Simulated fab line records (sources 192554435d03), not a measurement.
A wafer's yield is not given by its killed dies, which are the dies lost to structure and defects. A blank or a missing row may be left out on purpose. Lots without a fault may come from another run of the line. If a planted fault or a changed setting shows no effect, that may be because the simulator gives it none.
Split-lot experiment + flow n5_finfet + 21 wafers read from 7 lots, route of 1938 steps

== THE SPLIT ==
At N5_BEOL_M7_COAT_71 (time 60 s, resist thk 5 nm), the setting spin_rpm was moved away from the recipe's 1500 rpm on 10 of the 21 wafers read, by -10.5% to +7.1%. The other wafers ran this setting at the recipe's value.

== FROM THE SPLIT TO THE READING: what the file shows between them, 3 steps ==
- N5_BEOL_M7_COAT_22: resist thk 30 nm
- N5_BEOL_M7_EBR_24
- N5_BEOL_M7_DESCUM_33: chemistry O2, time 7 s

== THE READING ==
etch.depth_nm (the simulator's own value, which no gauge read), in nm, at N5_BEOL_M7_ETCH_72 (etches underlayer in N2/H2, target depth 6.5 nm, time 5.2 s). There is no usual value for it anywhere in the file. The 11 wafers here that ran the recipe average 4.992 nm, standard deviation 0.01 nm.

| wafer  | tool, chamber at the split | spin_rpm as run, rpm | against the recipe | etch.depth_nm, nm | against lot-mates on the recipe |
|--------|----------------------------|----------------------|--------------------|-------------------|---------------------------------|
| L074.1 | litho_track-04, 0          | 1590                 | +6.0%              | 4.858             | -0.134                          |
| L074.2 | litho_track-04, 0          | 1590                 | +6.0%              | 4.842             | -0.150                          |
| L074.5 | litho_track-04, 0          | 1500                 | recipe             | 4.992             | -                               |
| L076.3 | litho_track-04, 0          | 1593                 | +6.2%              | 4.865             | -0.152                          |
| L076.4 | litho_track-04, 0          | 1593                 | +6.2%              | 4.86              | -0.157                          |
| L076.6 | litho_track-04, 0          | 1500                 | recipe             | 5.017             | -                               |
| L077.4 | litho_track-03, 0          | 1500                 | recipe             | 4.998             | -                               |
| L077.5 | litho_track-03, 0          | 1342                 | -10.5%             | 5.288             | +0.290                          |
| L077.6 | litho_track-03, 0          | 1342                 | -10.5%             | 5.286             | +0.288                          |
| L078.2 | litho_track-02, 0          | 1500                 | recipe             | 4.985             | -                               |
| L078.3 | litho_track-02, 0          | 1606                 | +7.1%              | 4.82              | -0.162                          |
| L078.6 | litho_track-02, 0          | 1500                 | recipe             | 4.979             | -                               |
| L086.1 | litho_track-03, 0          | 1500                 | recipe             | 4.984             | -                               |
| L086.2 | litho_track-03, 0          | 1575                 | +5.0%              | 4.853             | -0.135                          |
| L086.3 | litho_track-03, 0          | 1500                 | recipe             | 4.992             | -                               |
| L087.2 | litho_track-04, 0          | 1599                 | +6.6%              | 4.834             | -0.160                          |
| L087.5 | litho_track-04, 0          | 1599                 | +6.6%              | 4.844             | -0.150                          |
| L087.6 | litho_track-04, 0          | 1500                 | recipe             | 4.994             | -                               |
| L091.2 | litho_track-02, 0          | 1500                 | recipe             | 4.98              | -                               |
| L091.3 | litho_track-02, 0          | 1500                 | recipe             | 4.997             | -                               |
| L091.4 | litho_track-02, 0          | 1500                 | recipe             | 4.995             | -                               |

THE FIT
A straight line over all 21 wafers: etch.depth_nm changes by -0.0257 nm for each +1% of spin_rpm; r = -0.99; the points scatter about the line by 0.015 nm.
The same after taking each lot's own level away (the mean of its wafers on the recipe; 21 wafers): -0.0258 nm for each +1%; r = -1.00; scatter 0.0094 nm.
According to that fit, moving spin_rpm by its largest amount changes the reading by 0.27 nm.
Across the lots, their own levels run from 4.9820 to 5.0170 nm, a range of 3.5 times the standard deviation given above.
Consequently the slope shifts little with the lot-to-lot level, the two slopes agreeing.
Check: for one of the wafers moved furthest among these (-10.5%), held out of the fit, the line's prediction against its lot-mates is +0.27 nm. Against them it came out at +0.29 nm.

== THE WHOLE CHAIN: every reading that the file lists as answering this split, in the file's order ==
| step               | what it does                                                | reading                                                        | change (the file's fit)                | r (the file's) |
|--------------------|-------------------------------------------------------------|----------------------------------------------------------------|----------------------------------------|----------------|
| N5_BEOL_M7_ETCH_72 | etches underlayer in N2/H2, target depth 6.5 nm, time 5.2 s | etch_rf_on_time_s                                              | withheld for each +1% of the setting   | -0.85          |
| N5_BEOL_M7_ETCH_72 | etches underlayer in N2/H2, target depth 6.5 nm, time 5.2 s | etch.depth_nm (the simulator's own value, which no gauge read) | -0.0253 nm for each +1% of the setting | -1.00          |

== FILE'S OWN FIT ==
etch.depth_nm changes by -0.0253 nm for each +1% of spin_rpm, r = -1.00.
